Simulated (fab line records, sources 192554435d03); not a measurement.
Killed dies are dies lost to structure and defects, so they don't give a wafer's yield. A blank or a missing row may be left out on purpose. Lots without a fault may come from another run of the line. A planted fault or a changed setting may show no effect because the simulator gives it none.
fab line records | flow n5_finfet
record lots=7 wafers=39
route steps=1938 shown BEOL_M13@1659 BEOL_M15@1773
start_h: hours from the record's first day to the start of the lot's first wafer shown | wait_h: hours since the lot's step before | " the same as in the row above | L1.1+2: a row that stands for several wafers | - no value, or no start given | * or withheld: withheld | < > ~ a bound
route shown NAME@n: a module of which the file shows steps, and the number in the route of the first | usual: mean/standard deviation of fault-free wafers | same: alike in all rows | chamber/n: place in a boat | sites: the reading at each site | _std_site: their standard deviation | _edge_site: outer sites' mean less inner sites' | radius_mm: how far each site lies from the wafer's centre | mask NAME#n: copy n | behind: the tool/chamber that last shaped the wafer | hold: why the lot was held/for how many hours/how that ended | device: the transistor (n, p or np) that didn't switch | end of line: the same wafers' tests at the end of the route | a step without rows: its recipe alone | killed: dies lost to structure and defects at the first sort, not the wafer's yield | map: a wafer's dies, x killed, . not, _ none there
set.NAME: the setting as run; set.NAME@STEP: as run at that earlier step | model.NAME: the simulator's own value behind a step, which no gauge read
lots whose settings were changed on purpose; a table a step, a row a wafer
## steps
# step N5_BEOL_M13_ILD_DEP_00
# recipe material=SiOC target_thk_a=8379.2 temp_c=350 precursor=DEMS/O2 pressure_torr=5 rf_w=500 time_s=166.4
# columns lot.wafer tool chamber start_h wait_h set.time_s model.SiOC_of_BEOL_M13_ILD_DEP_00.thk_nm
L080.1 pecvd-02 2 276.61 0.0 68.4 344.4
L080.2 " 0 " " 68.4 352.6
L080.3 " 1 " " 166.4 839.6
L080.4 " 2 " " 166.4 846.4
L080.5 " 1 " " 68.4 356.6
L080.6 " 0 " " 166.4 847
L081.1 pecvd-01 0 285.07 0.0 166.4 819.6
L081.2 " 2 " " 166.4 829.6
L081.5 " 2 " " 166.4 839.4
L084.1 pecvd-01 0 300.48 0.0 166.4 831
L084.2 " 2 " " 135.4 669.6
L084.3 " 1 " " 135.4 676
L084.4 " 2 " " 135.4 676.8
L084.5 " 1 " " 166.4 838
L084.6 " 0 " " 166.4 843.6
L085.1 pecvd-01 1 301.69 0.0 210.6 1058
L085.2 " 0 " " 210.6 1061
L085.3 " 2 " " 166.4 840.4
L085.4 " 1 " " 166.4 857.2
L085.5 " 2 " " 210.6 1077
L085.6 " 0 " " 166.4 861.2
L091.1 pecvd-01 1 334.19 0.0 127.3 632.6
L091.2 " 0 " " 166.4 838
L091.3 " 2 " " 166.4 824.6
L091.4 " 0 " " 166.4 842
L091.5 " 1 " " 127.3 643.2
L091.6 " 2 " " 127.3 639.8
L092.1 pecvd-01 2 336.97 0.0 265.6 1334
L092.2 " 1 " " 265.6 1326
L092.3 " 0 " " 265.6 1332
L092.4 " 0 " " 166.4 848.4
L092.5 " 1 " " 166.4 851.6
L092.6 " 2 " " 166.4 846.2
L097.1 pecvd-02 1 366.89 0.0 166.4 828.6
L097.2 " 0 " " 166.4 834.8
L097.3 " 2 " " 89.77 446
L097.4 " 0 " " 89.77 453.8
L097.5 " 1 " " 89.77 451.2
L097.6 " 2 " " 166.4 834
# step N5_BEOL_M13_THK_MEAS_01
# recipe reads=SiOC_of_BEOL_M13_ILD_DEP_00
# usual M13_ILD_THK=840/9.7
# columns lot.wafer tool chamber start_h wait_h set.time_s@BEOL_M13_ILD_DEP_00 M13_ILD_THK[nm]
L080.1 film_metro-01 - 276.76 0.1 68.4 344
L080.2 " - " " 68.4 352
L080.3 " - " " 166.4 839
L080.4 " - " " 166.4 846
L080.5 " - " " 68.4 356
L080.6 " - " " 166.4 847
L081.1 film_metro-02 - 285.22 0.1 166.4 819
L081.2 " - " " 166.4 830
L081.5 " - " " 166.4 839
L084.1 film_metro-02 - 300.63 0.1 166.4 831
L084.2 " - " " 135.4 670
L084.3 " - " " 135.4 676
L084.4 " - " " 135.4 676
L084.5 " - " " 166.4 838
L084.6 " - " " 166.4 843
L085.1 film_metro-02 - 301.84 0.1 210.6 1058
L085.2 " - " " 210.6 1060
L085.3 " - " " 166.4 840
L085.4 " - " " 166.4 858
L085.5 " - " " 210.6 1077
L085.6 " - " " 166.4 862
L091.1 film_metro-01 - 334.34 0.1 127.3 633
L091.2 " - " " 166.4 838
L091.3 " - " " 166.4 824
L091.4 " - " " 166.4 843
L091.5 " - " " 127.3 643
L091.6 " - " " 127.3 640
L092.1 film_metro-01 - 337.12 0.1 265.6 1334
L092.2 " - " " 265.6 1325
L092.3 " - " " 265.6 1332
L092.4 " - " " 166.4 848
L092.5 " - " " 166.4 851
L092.6 " - " " 166.4 846
L097.1 film_metro-01 - 367.05 0.1 166.4 829
L097.2 " - " " 166.4 834
L097.3 " - " " 89.77 446
L097.4 " - " " 89.77 454
L097.5 " - " " 89.77 451
L097.6 " - " " 166.4 834
# step N5_BEOL_M13_COAT_58
# recipe resist=BARC temp_c=205 time_s=60 spin_rpm=1500 resist_thk_nm=89
# step N5_BEOL_M13_COAT_04
# recipe spin_rpm=1625 resist_thk_nm=400
# step N5_BEOL_M13_DESCUM_15
# recipe chemistry=O2 time_s=7.9 source_power_w=50 bias_power_w=20 pressure_mtorr=20 rf_frequency_hz=2.712e+07 temp_c=40 o2_flow_sccm=225
# step N5_BEOL_M13_ETCH_59
# recipe chemistry=N2/H2 target=BARC target_depth_a=890 overetch_a=267 time_s=67.9 ion_energy_ev=200 pressure_mtorr=30 source_w=840 bias_w=150 n2_flow_sccm=200 h2_flow_sccm=200
# step N5_BEOL_M13_VIA_ETCH_16
# recipe chemistry=C4F8/O2/Ar target=SiOC pressure_mtorr=30 source_w=3000 bias_w=700 Ar_flow_sccm=400 C4F8_flow_sccm=15 O2_flow_sccm=8 he_inner_torr=15 he_outer_torr=30 target_depth_a=9217 time_s=withheld ion_energy_ev=250 ends=cleared
# columns lot.wafer tool chamber start_h wait_h set.time_s@BEOL_M13_ILD_DEP_00 model.etch.depth_nm model.coat_of_BEOL_M13_COAT_04.thk_nm
L080.1 rie_diel-03 3 277.32 0.0 * 344.5 216
L080.2 " 1 " " * 352.7 215.6
L080.3 " 0 " " * 839.6 72.4
L080.4 " 1 " " * 846.3 70.4
L080.5 " 3 " " * 356.7 213.8
L080.6 " 0 " " * 847 68
L081.1 rie_diel-01 2 285.75 0.0 * 819.6 74.8
L081.2 " 0 " " * 829.7 71.2
L081.5 " 1 " " * 839.5 69.6
L084.1 rie_diel-01 1 301.44 0.0 * 831 73.6
L084.2 " 2 " " * 669.7 121.8
L084.3 " 3 " " * 676 117.4
L084.4 " 0 " " * 676.7 120.4
L084.5 " 1 " " * 838 72.4
L084.6 " 0 " " * 843.5 71.2
L085.1 rie_diel-03 1 302.54 0.0 * 1058 6.8
L085.2 " 3 " " * 1061 6.2
L085.3 " 0 " " * 840.4 71.2
L085.4 " 2 " " * 857.2 64.2
L085.5 " 1 " " * 1077 2.6
L085.6 " 0 " " * 861.1 65.4
L091.1 rie_diel-01 1 334.95 0.0 * 632.7 131
L091.2 " 3 " " * 838 68.4
L091.3 " 0 " " * 824.6 73.8
L091.4 " 2 " " * 841.9 70.4
L091.5 " 2 " " * 643.2 127.2
L091.6 " 3 " " * 639.7 126.6
L092.1 rie_diel-03 1 337.72 0.0 * 1334 0
L092.2 " 2 " " * 1326 0
L092.3 " 0 " " * 1332 0
L092.4 " 3 " " * 848.4 68.4
L092.5 " 1 " " * 851.5 67.4
L092.6 " 2 " " * 846.3 68.8
L097.1 rie_diel-03 0 367.53 0.0 * 828.6 76.6
L097.2 " 2 " " * 834.8 72.8
L097.3 " 3 " " * 446.1 187.8
L097.4 " 1 " " * 453.9 186.6
L097.5 " 2 " " * 451.2 185.6
L097.6 " 3 " " * 833.9 73.8
# step N5_BEOL_M13_STRIP_63
# recipe chemistry=N2/H2 power_w=1000 temp_c=250 h2_frac=0.65 overash_fraction=0.3 pressure_mtorr=1000 n2_flow_sccm=1750 h2_flow_sccm=3250
# usual oes_product_au=0.674/0.0051 strip_time_to_endpoint_s=27.6/0.97
# columns lot.wafer tool chamber start_h wait_h set.time_s@BEOL_M13_ILD_DEP_00 oes_product_au strip_time_to_endpoint_s
L080.1 plasma_asher-01 0 277.55 - 68.4 0.813 66.7
L080.2 " 1 " " 68.4 0.818 66.7
L080.3 " 1 " " 166.4 0.672 28.4
L080.4 " 0 " " 166.4 0.669 27.8
L080.5 " 0 " " 68.4 0.817 66.2
L080.6 " 1 " " 166.4 0.675 27.1
L081.1 plasma_asher-02 1 285.99 - 166.4 0.684 29.1
L081.2 " 0 " " 166.4 0.671 28.0
L081.5 " 1 " " 166.4 0.677 27.5
L084.1 plasma_asher-02 1 301.67 - 166.4 0.667 28.7
L084.2 " 0 " " 135.4 0.690 42.2
L084.3 " 0 " " 135.4 0.694 41.0
L084.4 " 1 " " 135.4 0.695 41.8
L084.5 " 0 " " 166.4 0.672 28.4
L084.6 " 1 " " 166.4 0.671 28.0
L085.1 plasma_asher-02 0 302.77 - 210.6 0.362 6.2
L085.2 " 1 " " 210.6 0.351 6.0
L085.3 " 0 " " 166.4 0.679 28.0
L085.4 " 1 " " 166.4 0.675 25.9
L085.5 " 0 " " 210.6 0.313 4.4
L085.6 " 1 " " 166.4 0.671 26.3
L091.1 plasma_asher-02 0 335.18 - 127.3 0.702 44.6
L091.2 " 1 " " 166.4 0.672 27.2
L091.3 " 0 " " 166.4 0.676 28.8
L091.4 " 1 " " 166.4 0.671 27.8
L091.5 " 1 " " 127.3 0.701 43.6
L091.6 " 0 " " 127.3 0.696 43.5
L092.1 plasma_asher-01 1 337.96 - 265.6 0.220 0.0
L092.2 " 0 " " 265.6 0.239 0.0
L092.3 " 1 " " 265.6 0.231 0.0
L092.4 " 0 " " 166.4 0.670 27.2
L092.5 " 0 " " 166.4 0.666 26.9
L092.6 " 1 " " 166.4 0.672 27.3
L097.1 plasma_asher-01 1 367.77 - 166.4 0.678 29.6
L097.2 " 0 " " 166.4 0.678 28.5
L097.3 " 0 " " 89.77 0.749 59.5
L097.4 " 1 " " 89.77 0.748 59.2
L097.5 " 0 " " 89.77 0.741 59.0
L097.6 " 1 " " 166.4 0.678 28.8
# step N5_BEOL_M13_STRIP_64
# recipe chemistry=N2/H2 power_w=1000 temp_c=250 h2_frac=0.65 overash_fraction=0.3 pressure_mtorr=withheld n2_flow_sccm=1750 h2_flow_sccm=3250
# usual oes_product_au=0.715/0.0042
# columns lot.wafer tool chamber start_h wait_h set.time_s@BEOL_M13_ILD_DEP_00 oes_product_au
L080.1 plasma_asher-01 0 277.61 0.0 68.4 0.708
L080.2 " 1 " " 68.4 0.707
L080.3 " 1 " " 166.4 0.711
L080.4 " 0 " " 166.4 0.715
L080.5 " 0 " " 68.4 0.718
L080.6 " 1 " " 166.4 0.716
L081.1 plasma_asher-02 1 286.05 0.0 166.4 0.714
L081.2 " 0 " " 166.4 0.711
L081.5 " 1 " " 166.4 0.717
L084.1 plasma_asher-02 1 301.73 0.0 166.4 0.715
L084.2 " 0 " " 135.4 0.718
L084.3 " 0 " " 135.4 0.705
L084.4 " 1 " " 135.4 0.723
L084.5 " 0 " " 166.4 0.715
L084.6 " 1 " " 166.4 0.711
L085.1 plasma_asher-02 0 302.83 0.0 210.6 0.715
L085.2 " 1 " " 210.6 0.714
L085.3 " 0 " " 166.4 0.721
L085.4 " 1 " " 166.4 0.715
L085.5 " 0 " " 210.6 0.722
L085.6 " 1 " " 166.4 0.714
L091.1 plasma_asher-02 0 335.24 0.0 127.3 0.720
L091.2 " 1 " " 166.4 0.717
L091.3 " 0 " " 166.4 0.712
L091.4 " 1 " " 166.4 0.716
L091.5 " 1 " " 127.3 0.711
L091.6 " 0 " " 127.3 0.719
L092.1 plasma_asher-01 1 338.02 0.0 265.6 0.450
L092.2 " 0 " " 265.6 0.483
L092.3 " 1 " " 265.6 0.467
L092.4 " 0 " " 166.4 0.710
L092.5 " 0 " " 166.4 0.711
L092.6 " 1 " " 166.4 0.708
L097.1 plasma_asher-01 1 367.83 0.0 166.4 0.707
L097.2 " 0 " " 166.4 0.715
L097.3 " 0 " " 89.77 0.719
L097.4 " 1 " " 89.77 0.713
L097.5 " 0 " " 89.77 0.705
L097.6 " 1 " " 166.4 0.715
# step N5_BEOL_M15_ILD_DEP_00
# recipe material=SiO2 target_thk_a=16293 temp_c=400 precursor=TEOS/O2 pressure_torr=6.5 rf_w=900 teos_flow_sccm=161.4 gas=O2 flow_sccm=2650 time_s=346.1
# columns lot.wafer tool chamber start_h wait_h set.time_s model.SiO2_of_BEOL_M15_ILD_DEP_00.thk_nm
L080.1 pecvd-04 0 288.19 0.0 346.1 1630
L080.2 " 1 " " 261.2 1242
L080.3 " 2 " " 261.2 1230
L080.4 " 1 " " 261.2 1250
L080.5 " 2 " " 346.1 1650
L080.6 " 0 " " 346.1 1640
L081.1 pecvd-01 1 296.08 0.0 346.1 1599
L081.2 " 0 " " 346.1 1614
L081.5 " 1 " " 346.1 1627
L084.1 pecvd-02 1 314.76 0.0 401.4 1863
L084.2 " 2 " " 346.1 1610
L084.3 " 2 " " 346.1 1655
L084.4 " 1 " " 401.4 1901
L084.5 " 2 " " 401.4 1902
L084.6 " 1 " " 346.1 1646
L085.1 pecvd-04 2 316.63 0.0 288.2 1342
L085.2 " 0 " " 346.1 1615
L085.3 " 1 " " 288.2 1339
L085.4 " 1 " " 288.2 1366
L085.5 " 2 " " 346.1 1642
L085.6 " 0 " " 346.1 1647
L091.1 pecvd-04 1 344.78 0.0 346.1 1597
L091.2 " 0 " " 346.1 1613
L091.3 " 2 " " 346.1 1628
L091.4+6 " 2,1 " " 346.1 1643
L091.5 " 0 " " 346.1 1636
L092.1 pecvd-01 0 347.50 0.0 346.1 1623
L092.2 " 2 " " 346.1 1605
L092.3 " 1 " " 523.1 2427
L092.4 " 2 " " 523.1 2474
L092.5 " 1 " " 346.1 1604
L092.6 " 0 " " 523.1 2476
L097.1 pecvd-04 1 381.89 0.0 346.1 1659
L097.2 " 2 " " 528.7 2509
L097.3 " 0 " " 346.1 1631
L097.4 " 1 " " 346.1 1666
L097.5 " 0 " " 528.7 2538
L097.6 " 2 " " 528.7 2544
# step N5_BEOL_M15_THK_MEAS_01
# recipe reads=SiO2_of_BEOL_M15_ILD_DEP_00
# usual M15_ILD_THK=1632/18
# columns lot.wafer tool chamber start_h wait_h set.time_s@BEOL_M15_ILD_DEP_00 M15_ILD_THK[nm]
L080.1 film_metro-02 - 288.44 0.1 346.1 1631
L080.2 " - " " 261.2 1242
L080.3 " - " " 261.2 1230
L080.4 " - " " 261.2 1251
L080.5 " - " " 346.1 1650
L080.6 " - " " 346.1 1640
L081.1 film_metro-01 - 296.34 0.2 346.1 1600
L081.2 " - " " 346.1 1613
L081.5 " - " " 346.1 1627
L084.1 film_metro-01 - 315.12 0.2 401.4 1863
L084.2 " - " " 346.1 1610
L084.3 " - " " 346.1 1656
L084.4 " - " " 401.4 1900
L084.5 " - " " 401.4 1901
L084.6 " - " " 346.1 1646
L085.1 film_metro-01 - 316.88 0.1 288.2 1343
L085.2 " - " " 346.1 1615
L085.3 " - " " 288.2 1339
L085.4 " - " " 288.2 1367
L085.5 " - " " 346.1 1642
L085.6 " - " " 346.1 1647
L091.1 film_metro-01 - 345.03 0.1 346.1 1596
L091.2 " - " " 346.1 1612
L091.3 " - " " 346.1 1627
L091.4 " - " " 346.1 1642
L091.5 " - " " 346.1 1635
L091.6 " - " " 346.1 1644
L092.1 film_metro-01 - 347.75 0.1 346.1 1623
L092.2 " - " " 346.1 1606
L092.3 " - " " 523.1 2429
L092.4 " - " " 523.1 2474
L092.5 " - " " 346.1 1602
L092.6 " - " " 523.1 2476
L097.1 film_metro-02 - 382.14 0.1 346.1 1659
L097.2 " - " " 528.7 2510
L097.3 " - " " 346.1 1631
L097.4 " - " " 346.1 1666
L097.5 " - " " 528.7 2537
L097.6 " - " " 528.7 2545
# step N5_BEOL_M15_COAT_58
# recipe resist=BARC temp_c=205 time_s=60 spin_rpm=1500 resist_thk_nm=89
# step N5_BEOL_M15_COAT_04
# recipe spin_rpm=1704 resist_thk_nm=800
# step N5_BEOL_M15_DESCUM_15
# recipe chemistry=O2 time_s=7.9 source_power_w=50 bias_power_w=20 pressure_mtorr=20 rf_frequency_hz=2.712e+07 temp_c=40 o2_flow_sccm=225
# step N5_BEOL_M15_ETCH_59
# recipe chemistry=N2/H2 target=BARC target_depth_a=890 overetch_a=267 time_s=67.9 ion_energy_ev=200 pressure_mtorr=30 source_w=840 bias_w=150 n2_flow_sccm=200 h2_flow_sccm=200
# step N5_BEOL_M15_VIA_ETCH_16
# recipe chemistry=C4F8/O2/Ar target=SiO2 he_inner_torr=15 he_outer_torr=30 target_depth_a=17922 time_s=withheld ion_energy_ev=800 pressure_mtorr=20 source_w=1905 bias_w=2040 Ar_flow_sccm=400 C4F8_flow_sccm=16 O2_flow_sccm=12 ends=cleared
# columns lot.wafer tool chamber start_h wait_h set.time_s@BEOL_M15_ILD_DEP_00 model.etch.depth_nm model.coat_of_BEOL_M15_COAT_04.thk_nm
L080.1 rie_diel-03 3 288.92 0.0 * 1630 333.6
L080.2 " 2 " " * 1242 422
L080.3 " 1 " " * 1230 426
L080.4 " 0 " " * 1250 419
L080.5 " 1 " " * 1650 327.8
L080.6 " 2 " " * 1640 324.8
L081.1 rie_diel-03 0 297.63 0.0 * 1599 340.6
L081.2 " 3 " " * 1614 338.8
L081.5 " 3 " " * 1627 336.6
L084.1 rie_diel-05 2 315.79 0.0 * 1863 275.4
L084.2 " 1 " " * 1610 333.6
L084.3 " 0 " " * 1655 324.4
L084.4 " 3 " " * 1901 271.8
L084.5 " 0 " " * 1902 264.6
L084.6 " 3 " " * 1646 332.2
L085.1 rie_diel-05 2 317.38 0.0 * 1342 399.6
L085.2 " 0 " " * 1615 334.2
L085.3 " 3 " " * 1339 402.4
L085.4 " 1 " " * 1366 395.4
L085.5 " 2 " " * 1642 329
L085.6 " 1 " " * 1647 327.6
L091.1 rie_diel-03 1 345.93 0.0 * 1597 340.4
L091.2 " 3 " " * 1613 339
L091.3 " 2 " " * 1628 330.4
L091.4 " 0 " " * 1643 329.2
L091.5 " 3 " " * 1636 335.6
L091.6 " 2 " " * 1643 327.6
L092.1 rie_diel-03 3 348.35 0.0 * 1623 339.8
L092.2 " 2 " " * 1605 340.8
L092.3 " 1 " " * 2427 146.2
L092.4 " 0 " " * 2474 135.4
L092.5 " 1 " " * 1604 341.6
L092.6 " 2 " " * 2476 131.4
L097.1 rie_diel-01 3 382.75 0.0 * 1659 324
L097.2 " 0 " " * 2509 121.2
L097.3 " 1 " " * 1631 329
L097.4 " 2 " " * 1666 322.6
L097.5 " 2 " " * 2538 116.2
L097.6 " 1 " " * 2544 113.4
# step N5_BEOL_M15_STRIP_63
# recipe chemistry=O2 power_w=600 temp_c=60 pressure_mtorr=30 rf_frequency_hz=6e+07 bias_power_w=0 overash_fraction=0.3 o2_flow_sccm=225
# step N5_BEOL_M15_STRIP_64
# recipe chemistry=O2 power_w=600 temp_c=60 pressure_mtorr=30 rf_frequency_hz=6e+07 bias_power_w=0 overash_fraction=0.3 o2_flow_sccm=225
# step N5_BEOL_M15_STRIP_65
# recipe chemistry=post_etch_residue_remover time_s=60 temp_c=25 remover_ph=withheld remover_water_wt_pct=withheld remover_fluoride_wt_pct=withheld
# step N5_BEOL_M15_SRD_66
# recipe time_s=30 temp_c=23 rinse_liquid=diw dry=n2_spin spin_rpm=1500 dry_time_s=30
# step N5_BEOL_M15_CD_MEAS_17
# recipe target_cd_nm=360 polarity=opening
# usual cd_nm=361.1/1.4
# columns lot.wafer tool chamber start_h wait_h set.time_s@BEOL_M15_ILD_DEP_00 cd_nm
L080.1 cd_sem-01 - 289.33 0.0 346.1 361.8
L080.2 " - " " 261.2 359.4
L080.3 " - " " 261.2 358.3
L080.4 " - " " 261.2 357.9
L080.5 " - " " 346.1 360.7
L080.6 " - " " 346.1 361.8
L081.1 cd_sem-01 - 298.04 0.0 346.1 362.5
L081.2 " - " " 346.1 362.5
L081.5 " - " " 346.1 362.9
L084.1 cd_sem-02 - 316.20 0.0 401.4 365.0
L084.2 " - " " 346.1 360.8
L084.3 " - " " 346.1 363.4
L084.4 " - " " 401.4 363.3
L084.5 " - " " 401.4 364.4
L084.6 " - " " 346.1 359.4
L085.1 cd_sem-01 - 317.79 0.0 288.2 360.4
L085.2 " - " " 346.1 359.7
L085.3 " - " " 288.2 358.3
L085.4 " - " " 288.2 357.1
L085.5 " - " " 346.1 360.5
L085.6 " - " " 346.1 362.1
L091.1 cd_sem-01 - 346.34 0.0 346.1 362.6
L091.2 " - " " 346.1 359.9
L091.3 " - " " 346.1 359.8
L091.4 " - " " 346.1 359.0
L091.5 " - " " 346.1 360.9
L091.6 " - " " 346.1 358.6
L092.1 cd_sem-02 - 348.76 0.0 346.1 358.2
L092.2 " - " " 346.1 359.4
L092.3 " - " " 523.1 365.6
L092.4 " - " " 523.1 370.2
L092.5 " - " " 346.1 357.2
L092.6 " - " " 523.1 369.6
L097.1 cd_sem-01 - 383.16 0.0 346.1 360.9
L097.2 " - " " 528.7 367.9
L097.3 " - " " 346.1 361.6
L097.4 " - " " 346.1 362.5
L097.5 " - " " 528.7 369.2
L097.6 " - " " 528.7 367.6
## key
split step=N5_BEOL_M13_ILD_DEP_00 setting=time_s stated=166.4 by=wafer
response step=N5_BEOL_M13_ILD_DEP_00 reading=model.SiOC_of_BEOL_M13_ILD_DEP_00.thk_nm change=+8.25 per=1% r=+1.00
response step=N5_BEOL_M13_THK_MEAS_01 reading=M13_ILD_THK change=+8.25 per=1% r=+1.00
response step=N5_BEOL_M13_VIA_ETCH_16 reading=model.etch.depth_nm change=+8.25 per=1% r=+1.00
response step=N5_BEOL_M13_VIA_ETCH_16 reading=model.coat_of_BEOL_M13_COAT_04.thk_nm change=-2.01 per=1% r=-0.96
response step=N5_BEOL_M13_STRIP_63 reading=oes_product_au shape=bent at_lowest=0.816 at_stated=0.674 at_highest=0.230
response step=N5_BEOL_M13_STRIP_63 reading=strip_time_to_endpoint_s shape=bent at_lowest=* at_stated=* at_highest=*
response step=N5_BEOL_M13_STRIP_64 reading=oes_product_au shape=bent at_lowest=0.711 at_stated=0.714 at_highest=0.466
split step=N5_BEOL_M15_ILD_DEP_00 setting=time_s stated=346.1 by=wafer
response step=N5_BEOL_M15_ILD_DEP_00 reading=model.SiO2_of_BEOL_M15_ILD_DEP_00.thk_nm change=+16.6 per=1% r=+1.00
response step=N5_BEOL_M15_THK_MEAS_01 reading=M15_ILD_THK change=+16.6 per=1% r=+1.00
response step=N5_BEOL_M15_VIA_ETCH_16 reading=model.etch.depth_nm change=+16.6 per=1% r=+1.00
response step=N5_BEOL_M15_VIA_ETCH_16 reading=model.coat_of_BEOL_M15_COAT_04.thk_nm change=-3.94 per=1% r=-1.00
response step=N5_BEOL_M15_CD_MEAS_17 reading=cd_nm change=+0.157 per=1% r=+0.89
